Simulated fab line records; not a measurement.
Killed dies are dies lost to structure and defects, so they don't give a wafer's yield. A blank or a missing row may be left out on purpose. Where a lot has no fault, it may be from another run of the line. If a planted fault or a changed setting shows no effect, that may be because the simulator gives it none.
Which tool was responsible? ; flow n5Finfet ; 72 wafers from 24 lots sampled at 6 of the route's 1938 steps

WHAT EACH GAUGE READ, for each wafer
The record holds no reading of a measuring or inspecting step that can be judged against a usual standard deviation.

EACH LOT AND THE TOOL THAT RAN IT (in order: tool; ch and the chambers of the sampled wafers; start)
lot;N5_BEOL_M1_ETCH_77;N5_BEOL_M1_STRIP_36;N5_BEOL_M1_SPUTTER_79;N5_BEOL_M1_ANNEAL_87;N5_BEOL_M1_SPUTTER_96;N5_BEOL_M1_PRE_CLEAN_60
L074;rieDiel-01 ch 1,2,3, day 6 07:32;rieDiel-02 ch 0,2, day 6 10:28;pvdSputter-01, day 6 12:03;pvdSputter-01, day 6 12:34;pvdSputter-01, day 6 13:35;cvdCo-01 ch 0,2, day 6 14:25
L075;rieDiel-02 ch 1,2,3, day 6 12:37;rieDiel-02 ch 2,3, day 6 14:13;pvdSputter-01, day 6 15:46;pvdSputter-01, day 6 16:17;pvdSputter-01, day 6 17:19;cvdCo-01 ch 2, day 6 18:10
L076;rieDiel-05 ch 1,3, day 6 15:47;rieDiel-01 ch 0,1,2, day 6 18:20;pvdSputter-01, day 6 20:02;pvdSputter-01, day 6 20:34;pvdSputter-01, day 6 21:35;cvdCo-02 ch 1,2, day 6 22:25
L077;rieDiel-02 ch 1,2,3, day 6 16:22;rieDiel-02 ch 1,2,3, day 6 18:27;pvdSputter-03, day 6 20:17;pvdSputter-03, day 6 20:49;pvdSputter-03, day 6 21:50;cvdCo-02 ch 0,1,2, day 6 22:49
L078;rieDiel-05 ch 0,2,3, day 7 05:31;rieDiel-01 ch 0,2,3, day 7 09:20;pvdSputter-01, day 7 10:42;pvdSputter-01, day 7 11:13;pvdSputter-01, day 7 12:14;cvdCo-01 ch 0,1,2, day 7 13:04
L080;rieDiel-02 ch 1,2,3, day 7 15:26;rieDiel-02 ch 0,1,3, day 7 17:31;pvdSputter-01, day 7 19:02;pvdSputter-01, day 7 19:33;pvdSputter-01, day 7 20:34;cvdCo-02 ch 0,2, day 7 21:25
L079;rieDiel-01 ch 0,2,3, day 7 15:41;rieDiel-02 ch 0,1,3, day 7 22:17;pvdSputter-01, day 8 00:26;pvdSputter-01, day 8 00:58;pvdSputter-01, day 8 01:59;cvdCo-01 ch 0,2, day 8 02:49
L081;rieDiel-01 ch 0,3, day 7 22:11;rieDiel-02 ch 0,1,2, day 7 23:40;pvdSputter-02, day 8 01:05;pvdSputter-02, day 8 01:36;pvdSputter-02, day 8 02:37;cvdCo-02 ch 0,1,2, day 8 03:27
L082;rieDiel-01 ch 1,3, day 8 02:02;rieDiel-01 ch 1,3, day 8 03:37;pvdSputter-01, day 8 04:55;pvdSputter-01, day 8 05:26;pvdSputter-01, day 8 06:28;cvdCo-02 ch 0,1,2, day 8 07:17
L083;rieDiel-02 ch 0,1,3, day 8 11:29;rieDiel-02 ch 0,1,3, day 9 06:11;pvdSputter-03, day 9 07:51;pvdSputter-03, day 9 08:22;pvdSputter-03, day 9 09:23;cvdCo-02 ch 0,1,2, day 9 10:20
L084;rieDiel-01 ch 1,3, day 8 13:37;rieDiel-01 ch 0,3, day 9 06:14;pvdSputter-02, day 9 09:35;pvdSputter-02, day 9 10:06;pvdSputter-02, day 9 11:07;cvdCo-01 ch 1,2, day 9 11:58
L085;rieDiel-05 ch 0,2,3, day 9 01:55;rieDiel-02 ch 0,2, day 9 14:24;pvdSputter-01, day 9 16:04;pvdSputter-01, day 9 16:35;pvdSputter-01, day 9 23:01;cvdCo-01 ch 1,2, day 10 00:01
L086;rieDiel-01 ch 0,2, day 9 08:41;rieDiel-01 ch 0,3, day 10 04:16;pvdSputter-01, day 10 06:10;pvdSputter-01, day 10 06:41;pvdSputter-01, day 10 07:42;cvdCo-01 ch 0,1, day 10 08:46
L087;rieDiel-05 ch 1,2, day 9 09:16;rieDiel-01 ch 2,3, day 10 07:12;pvdSputter-03, day 10 08:52;pvdSputter-03, day 10 09:23;pvdSputter-03, day 10 10:25;cvdCo-02 ch 0,1, day 10 11:14
L089;rieDiel-01 ch 0,2, day 10 05:17;rieDiel-05 ch 0,1, day 10 07:53;pvdSputter-02, day 10 09:30;pvdSputter-02, day 10 10:01;pvdSputter-02, day 10 11:02;cvdCo-01 ch 0,1,2, day 10 11:52
L088;rieDiel-01 ch 1,2, day 10 05:24;rieDiel-02 ch 1,2,3, day 10 07:58;pvdSputter-03, day 10 10:43;pvdSputter-03, day 10 11:14;pvdSputter-03, day 10 12:15;cvdCo-01 ch 0,1, day 10 13:12
L090;rieDiel-01 ch 2,3, day 10 05:37;rieDiel-01 ch 1,2,3, day 10 08:04;pvdSputter-01, day 10 10:32;pvdSputter-01, day 10 11:04;pvdSputter-01, day 10 12:05;cvdCo-01 ch 0,1,2, day 10 13:05
L091;rieDiel-05 ch 0,2,3, day 10 09:23;rieDiel-01 ch 0,1,3, day 10 11:47;pvdSputter-02, day 10 13:17;pvdSputter-02, day 10 13:49;pvdSputter-02, day 10 14:50;cvdCo-01 ch 0,1, day 10 15:39
L092;rieDiel-01 ch 0,1,3, day 10 19:58;rieDiel-01 ch 0,1,2, day 10 22:01;pvdSputter-02, day 10 23:17;pvdSputter-02, day 10 23:48;pvdSputter-02, day 11 00:49;cvdCo-01 ch 1,2, day 11 01:50
L093;rieDiel-02 ch 0,1,2, day 10 20:43;rieDiel-02 ch 2,3, day 10 22:52;pvdSputter-02, day 11 01:08;pvdSputter-02, day 11 01:40;pvdSputter-02, day 11 02:41;cvdCo-02 ch 0,2, day 11 03:37
L094;rieDiel-05 ch 0,2, day 11 04:48;rieDiel-01 ch 0,1,2, day 11 14:41;pvdSputter-02, day 11 16:35;pvdSputter-02, day 11 17:06;pvdSputter-02, day 11 18:07;cvdCo-01 ch 0,1, day 11 18:57
L095;rieDiel-01 ch 0,1, day 11 13:21;rieDiel-01 ch 0,1,2, day 11 16:25;pvdSputter-01, day 11 18:10;pvdSputter-01, day 11 18:41;pvdSputter-01, day 11 19:42;cvdCo-01 ch 0,2, day 11 20:32
L096;rieDiel-05 ch 0,2, day 11 14:13;rieDiel-01 ch 0,3, day 11 19:43;pvdSputter-01, day 11 21:24;pvdSputter-01, day 11 21:55;pvdSputter-01, day 11 22:56;cvdCo-02 ch 0,1,2, day 11 23:46
L097;rieDiel-05 ch 0,1,2, day 11 21:34;rieDiel-01 ch 1,2,3, day 11 23:19;pvdSputter-03, day 12 00:44;pvdSputter-03, day 12 01:15;pvdSputter-03, day 12 02:16;cvdCo-01 ch 0,1,2, day 12 03:05
- N5_BEOL_M1_ETCH_77: etches underlayer in N2/H2, target depth 6.5 nm, time 5.2 s.
- N5_BEOL_M1_STRIP_36: strips in N2/H2.
- N5_BEOL_M1_SPUTTER_79: material Cu, target thk 4.5 nm, time 8.29 s.
- N5_BEOL_M1_ANNEAL_87: time 240 s.
- N5_BEOL_M1_SPUTTER_96: material Cu, target thk 4.5 nm, time 8.29 s.
- N5_BEOL_M1_PRE_CLEAN_60: time 15 s.

AS READ BY THE TOOLS THEMSELVES (means over the sampled wafers that have a number; for cases with no such wafer, the mark the record gives instead)
N5_BEOL_M1_ETCH_77. Usual: drypumpMotorCurrentA 5.9 A, standard deviation 0.34; etchRfOnTimeS 5.21 s, standard deviation 0.11; oesProductAu 0.68 a.u., standard deviation 0.089; rfVppV 525.0 V, standard deviation 2.7; showerheadPlenumPTorr 2.58 Torr, standard deviation 0.082; throttleValvePct 17.91 %, standard deviation 0.23.
lot;tool;drypumpMotorCurrentA (A);etchRfOnTimeS (s);oesProductAu (a.u.);rfVppV (V);showerheadPlenumPTorr (Torr);throttleValvePct (%);flag
L074;rieDiel-01;5.8;5.21;0.65;523.9;2.53;17.99;
L075;rieDiel-02;6.1;5.25;0.65;526.0;2.61;17.85;
L076;rieDiel-05;5.8;5.19;0.61;526.0;2.59;17.92;
L077;rieDiel-02;6.1;5.21;0.65;525.5;2.61;17.83;
L078;rieDiel-05;5.6;5.22;0.61;523.0;2.55;17.89;
L080;rieDiel-02;6.1;5.18;0.73;525.1;2.61;17.71;
L079;rieDiel-01;6.0;5.21;0.69;524.3;2.52;17.92;
L081;rieDiel-01;6.1;5.16;0.75;523.5;2.60;17.98;
L082;rieDiel-01;5.8;5.15;0.64;525.8;2.60;18.15;
L083;rieDiel-02;5.8;5.24;0.74;527.0;2.65;17.87;
L084;rieDiel-01;5.8;5.17;0.69;525.7;2.59;17.97;
L085;rieDiel-05;5.6;5.20;0.60;523.7;2.54;17.92;
L086;rieDiel-01;6.2;5.16;0.76;526.5;2.63;17.91;
L087;rieDiel-05;5.7;5.15;0.64;522.9;2.49;17.73;
L089;rieDiel-01;6.0;5.09;0.79;528.0;2.66;17.71;
L088;rieDiel-01;5.8;5.12;0.83;527.5;2.67;17.65;
L090;rieDiel-01;5.8;5.09;0.76;527.0;2.61;17.70;
L091;rieDiel-05;5.6;5.30;0.59;523.9;2.54;17.92;
L092;rieDiel-01;6.0;5.21;0.74;524.4;2.59;17.94;
L093;rieDiel-02;5.8;5.31;0.65;525.5;2.58;17.91;
L094;rieDiel-05;5.7;5.30;0.59;524.2;2.54;17.96;
L095;rieDiel-01;6.0;5.27;0.75;524.5;2.61;17.97;
L096;rieDiel-05;5.8;5.25;0.59;525.3;2.54;17.96;
L097;rieDiel-05;5.7;5.20;0.62;522.3;2.51;17.87;

N5_BEOL_M1_STRIP_36. Usual: drypumpMotorCurrentA 5.95 A, standard deviation 0.29; oesProductAu 0.83 a.u., standard deviation 0.1; powerW 449.9 W, standard deviation 1.1; rfVppV 59.4 V, standard deviation 1.5; showerheadPlenumPTorr 2.61 Torr, standard deviation 0.062; throttleValvePct 23.70 %, standard deviation 0.27.
lot;tool;drypumpMotorCurrentA (A);oesProductAu (a.u.);powerW (W);rfVppV (V);showerheadPlenumPTorr (Torr);throttleValvePct (%);flag
L074;rieDiel-02;5.69;0.75;449.2;60.0;2.61;23.89;
L075;rieDiel-02;6.20;0.86;449.5;59.2;2.65;23.66;
L076;rieDiel-01;5.99;0.76;449.5;59.7;2.54;23.87;
L077;rieDiel-02;6.07;0.78;451.2;60.8;2.61;23.65;
L078;rieDiel-01;6.00;0.81;450.4;58.7;2.51;23.62;
L080;rieDiel-02;5.81;0.88;450.3;59.5;2.65;23.76;
L079;rieDiel-02;5.80;0.89;449.6;59.7;2.65;23.75;
L081;rieDiel-02;5.79;0.80;449.0;59.6;2.59;23.72;
L082;rieDiel-01;5.83;0.75;449.7;60.7;2.60;23.95;
L083;rieDiel-02;5.82;0.87;450.1;60.7;2.64;23.76;
L084;rieDiel-01;6.16;0.85;450.9;61.9;2.59;23.77;
L085;rieDiel-02;5.93;0.70;449.4;58.1;2.56;23.77;
L086;rieDiel-01;6.17;0.83;450.5;58.9;2.58;23.79;
L087;rieDiel-01;5.85;0.88;449.7;60.0;2.60;23.36;
L089;rieDiel-05;6.05;0.72;449.6;59.3;2.56;23.58;
L088;rieDiel-02;6.05;0.83;450.5;59.5;2.60;23.62;
L090;rieDiel-01;5.82;0.92;449.7;59.2;2.62;23.47;
L091;rieDiel-01;5.99;0.87;451.1;60.9;2.59;23.72;
L092;rieDiel-01;5.98;0.91;449.7;59.1;2.63;23.63;
L093;rieDiel-02;6.19;0.75;450.2;56.2;2.58;23.68;
L094;rieDiel-01;5.96;0.90;451.0;59.5;2.63;23.63;
L095;rieDiel-01;5.99;0.89;451.1;58.6;2.63;23.63;
L096;rieDiel-01;5.98;0.82;451.2;58.5;2.57;23.63;
L097;rieDiel-01;5.84;0.90;450.3;57.7;2.62;23.46;

N5_BEOL_M1_SPUTTER_79. Usual: throttleValvePct 30.3 %, standard deviation 1.2.
lot;tool;throttleValvePct (%);flag
L074;pvdSputter-01;31.6;
L075;pvdSputter-01;31.2;
L076;pvdSputter-01;31.1;
L077;pvdSputter-03;29.4;
L078;pvdSputter-01;31.2;
L080;pvdSputter-01;31.1;
L079;pvdSputter-01;31.2;
L081;pvdSputter-02;29.8;
L082;pvdSputter-01;31.3;
L083;pvdSputter-03;29.3;
L084;pvdSputter-02;28.7;
L085;pvdSputter-01;31.3;
L086;pvdSputter-01;31.4;
L087;pvdSputter-03;29.2;
L089;pvdSputter-02;29.2;
L088;pvdSputter-03;29.0;
L090;pvdSputter-01;31.3;
L091;pvdSputter-02;28.8;
L092;pvdSputter-02;29.6;
L093;pvdSputter-02;28.8;
L094;pvdSputter-02;29.7;
L095;pvdSputter-01;31.1;
L096;pvdSputter-01;31.1;
L097;pvdSputter-03;29.9;

N5_BEOL_M1_ANNEAL_87. Usual: heaterPowerW 838 W, standard deviation 47.
lot;tool;heaterPowerW (W);flag
L074;pvdSputter-01;826;
L075;pvdSputter-01;821;
L076;pvdSputter-01;825;
L077;pvdSputter-03;841;
L078;pvdSputter-01;812;
L080;pvdSputter-01;841;
L079;pvdSputter-01;819;
L081;pvdSputter-02;919;
L082;pvdSputter-01;816;
L083;pvdSputter-03;863;
L084;pvdSputter-02;815;
L085;pvdSputter-01;832;
L086;pvdSputter-01;845;
L087;pvdSputter-03;835;
L089;pvdSputter-02;855;
L088;pvdSputter-03;833;
L090;pvdSputter-01;823;
L091;pvdSputter-02;810;
L092;pvdSputter-02;847;
L093;pvdSputter-02;823;
L094;pvdSputter-02;900;
L095;pvdSputter-01;825;
L096;pvdSputter-01;842;
L097;pvdSputter-03;843;

N5_BEOL_M1_SPUTTER_96. Usual: throttleValvePct 30.3 %, standard deviation 1.2.
lot;tool;throttleValvePct (%);flag
L074;pvdSputter-01;31.7;
L075;pvdSputter-01;31.0;
L076;pvdSputter-01;31.3;
L077;pvdSputter-03;29.1;
L078;pvdSputter-01;31.2;
L080;pvdSputter-01;31.2;
L079;pvdSputter-01;31.2;
L081;pvdSputter-02;29.7;
L082;pvdSputter-01;31.1;
L083;pvdSputter-03;29.2;
L084;pvdSputter-02;28.9;
L085;pvdSputter-01;31.2;
L086;pvdSputter-01;31.4;
L087;pvdSputter-03;29.4;
L089;pvdSputter-02;29.3;
L088;pvdSputter-03;28.9;
L090;pvdSputter-01;31.3;
L091;pvdSputter-02;28.8;
L092;pvdSputter-02;29.4;
L093;pvdSputter-02;28.8;
L094;pvdSputter-02;29.8;
L095;pvdSputter-01;31.2;
L096;pvdSputter-01;31.1;
L097;pvdSputter-03;29.9;

N5_BEOL_M1_PRE_CLEAN_60. Usual: heaterPowerW 97 W, standard deviation 19.
lot;tool;heaterPowerW (W);flag
L074;cvdCo-01;101;
L075;cvdCo-01;77;
L076;cvdCo-02;79;
L077;cvdCo-02;85;
L078;cvdCo-01;102;
L080;cvdCo-02;86;
L079;cvdCo-01;100;
L081;cvdCo-02;84;
L082;cvdCo-02;86;
L083;cvdCo-02;86;
L084;cvdCo-01;93;
L085;cvdCo-01;93;
L086;cvdCo-01;120;
L087;cvdCo-02;91;
L089;cvdCo-01;105;
L088;cvdCo-01;116;
L090;cvdCo-01;105;
L091;cvdCo-01;118;
L092;cvdCo-01;93;
L093;cvdCo-02;86;
L094;cvdCo-01;121;
L095;cvdCo-01;90;
L096;cvdCo-02;84;
L097;cvdCo-01;105;

THE ANSWER, worked out from the rows above alone
Rule: a lot is off if the mean of its wafers that have a number lies more than 3 standard deviations from the usual mean. Also off: a lot with no number at a reading for which 4 or more lots have one. All remaining lots with rows at the step are treated as sound. The gauges are gone through in route order, then the tools' own readings, and for those a lot's mean is taken as printed above. The first step at which some lot is off is used, and at that step the reading that is off furthest; a lot without a number counts as furthest.
Across all readings shown, no lot is off: no conclusion can be drawn from this.

WHAT THE SIMULATOR HAD PUT IN
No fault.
